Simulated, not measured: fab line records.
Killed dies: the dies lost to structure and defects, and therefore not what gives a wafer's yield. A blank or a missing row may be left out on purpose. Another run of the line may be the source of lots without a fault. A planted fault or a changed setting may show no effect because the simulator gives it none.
Which of the tools did it? + flow nand_harc + 12 lots with 36 wafers sampled at 6 steps, on a route of 1302 steps

## WHAT THE GAUGES READ, wafer by wafer
NHARC_P_M1_THK_MEAS_24: measures by xrf.
| lot  | measured     | on            | thk_nm (nm)       |
|------|--------------|---------------|-------------------|
| L076 | day 6 21:29  | film_metro-01 | 156.4 159.0 159.3 |
| L077 | day 7 10:46  | film_metro-01 | 160.0 158.5 156.5 |
| L079 | day 8 04:13  | film_metro-01 | 158.0 157.5 158.9 |
| L081 | day 9 09:29  | film_metro-02 | 156.4 156.1 154.5 |
| L082 | day 10 02:37 | film_metro-01 | 158.4 155.9 155.8 |
| L085 | day 11 02:08 | film_metro-01 | 158.8 158.3 159.4 |
| L087 | day 11 14:47 | film_metro-01 | 159.4 159.1 160.4 |
| L088 | day 12 07:46 | film_metro-02 | 158.1 159.3 158.7 |
| L091 | day 13 16:16 | film_metro-02 | 158.4 159.9 157.7 |
| L093 | day 14 09:46 | film_metro-02 | 157.5 159.7 157.8 |
| L095 | day 15 02:31 | film_metro-02 | 157.0 158.6 155.3 |
| L097 | day 16 04:30 | film_metro-01 | 158.5 157.1 155.8 |

## WHAT TOOL EACH LOT RAN ON (gives the tool, then ch and the chambers of the sampled wafers, and finally the start)
| lot  | NHARC_P_M0_ETCH_34                 | NHARC_P_M0_PRE_CLEAN_31         | NHARC_P_M1_DESCUM_14               | NHARC_P_M1_STRIP_18                | NHARC_P_M1_PRE_CLEAN_30                 |
|------|------------------------------------|---------------------------------|------------------------------------|------------------------------------|-----------------------------------------|
| L076 | rie_diel-04 ch 0,2,3, day 6 15:04  | pecvd-02 ch 1,2, day 6 17:32    | rie_diel-02 ch 0,1,2, day 6 18:54  | rie_diel-11 ch 0,1,2, day 6 19:18  | pvd_sputter-03, day 6 21:29 or earlier  |
| L077 | rie_diel-04 ch 0,1,3, day 7 03:57  | pecvd-03 ch 0,1, day 7 06:44    | rie_diel-11 ch 0,2, day 7 08:14    | rie_diel-11 ch 1,2, day 7 08:42    | pvd_sputter-01, day 7 10:46 or earlier  |
| L079 | rie_diel-04 ch 1,2,3, day 7 21:38  | pecvd-01 ch 0,1,2, day 8 00:16  | rie_diel-11 ch 0,1,3, day 8 01:46  | rie_diel-02 ch 1,2,3, day 8 02:10  | pvd_sputter-01, day 8 04:13 or earlier  |
| L081 | rie_diel-04 ch 1,2, day 9 03:03    | pecvd-02 ch 0,1,2, day 9 05:32  | rie_diel-11 ch 0,2,3, day 9 07:01  | rie_diel-11 ch 1,2,3, day 9 07:25  | pvd_sputter-01, day 9 09:29 or earlier  |
| L082 | rie_diel-04 ch 2,3, day 9 20:01    | pecvd-03 ch 0,1,2, day 9 22:42  | rie_diel-11 ch 1,2, day 10 00:10   | rie_diel-07 ch 0,2,3, day 10 00:37 | pvd_sputter-01, day 10 02:37 or earlier |
| L085 | rie_diel-01 ch 0,2,3, day 10 19:53 | pecvd-01 ch 1,2, day 10 22:21   | rie_diel-02 ch 1,2,3, day 10 23:44 | rie_diel-11 ch 0,1,3, day 11 00:09 | pvd_sputter-03, day 11 02:08 or earlier |
| L087 | rie_diel-06 ch 0,3, day 11 07:59   | pecvd-01 ch 0,1,2, day 11 10:50 | rie_diel-02 ch 0,2,3, day 11 12:21 | rie_diel-11 ch 0,1,3, day 11 12:47 | pvd_sputter-02, day 11 14:47 or earlier |
| L088 | rie_diel-06 ch 1,2,3, day 12 01:20 | pecvd-03 ch 0,1, day 12 03:52   | rie_diel-11 ch 0,2, day 12 05:13   | rie_diel-02 ch 0,2, day 12 05:40   | pvd_sputter-01, day 12 07:46 or earlier |
| L091 | rie_diel-04 ch 0,2,3, day 13 09:37 | pecvd-01 ch 1,2, day 13 12:05   | rie_diel-11 ch 0,3, day 13 13:47   | rie_diel-02 ch 0,2, day 13 14:15   | pvd_sputter-03, day 13 16:16 or earlier |
| L093 | rie_diel-04 ch 2,3, day 14 03:18   | pecvd-03 ch 0,1,2, day 14 05:51 | rie_diel-02 ch 0,1,2, day 14 07:21 | rie_diel-11 ch 2,3, day 14 07:44   | pvd_sputter-02, day 14 09:46 or earlier |
| L095 | rie_diel-04 ch 1,3, day 14 20:15   | pecvd-02 ch 1,2, day 14 22:44   | rie_diel-11 ch 0,2,3, day 15 00:06 | rie_diel-02 ch 0,2,3, day 15 00:32 | pvd_sputter-03, day 15 02:31 or earlier |
| L097 | rie_diel-06 ch 2,3, day 15 21:29   | pecvd-03 ch 0,1,2, day 16 00:32 | rie_diel-02 ch 0,2, day 16 02:02   | rie_diel-07 ch 1,2, day 16 02:26   | pvd_sputter-02, day 16 04:30 or earlier |
- NHARC_P_M0_ETCH_34: etches the open film in N2/H2, target depth 40 nm, overetch 12 nm, time 43.94 s.
- NHARC_P_M0_PRE_CLEAN_31: time 12 s.
- NHARC_P_M1_DESCUM_14: chemistry O2, time 3 s.
- NHARC_P_M1_STRIP_18: strips in N2/H2.
- NHARC_P_M1_PRE_CLEAN_30: time 30 s.

## THE ANSWER, worked out from the rows above alone
Rule: usual is defined by the lots themselves. Put in order of their means at a reading, lots are off if they are a third of the lots or fewer, leave a main group of 4 or more, and stand apart from it by a gap of 3 or more times the standard deviation of the main group's means; of several such gaps the widest counts. A main group whose means are all the same, to the digits that the tables above print for the reading, isn't used. Also off: a lot with no number at a reading for which 4 or more lots have one. Where the step has rows for the other lots, those lots are counted as sound.
No lot is off on any of the readings shown, so nothing can be concluded from this.

## WHAT THE SIMULATOR HAD PUT IN
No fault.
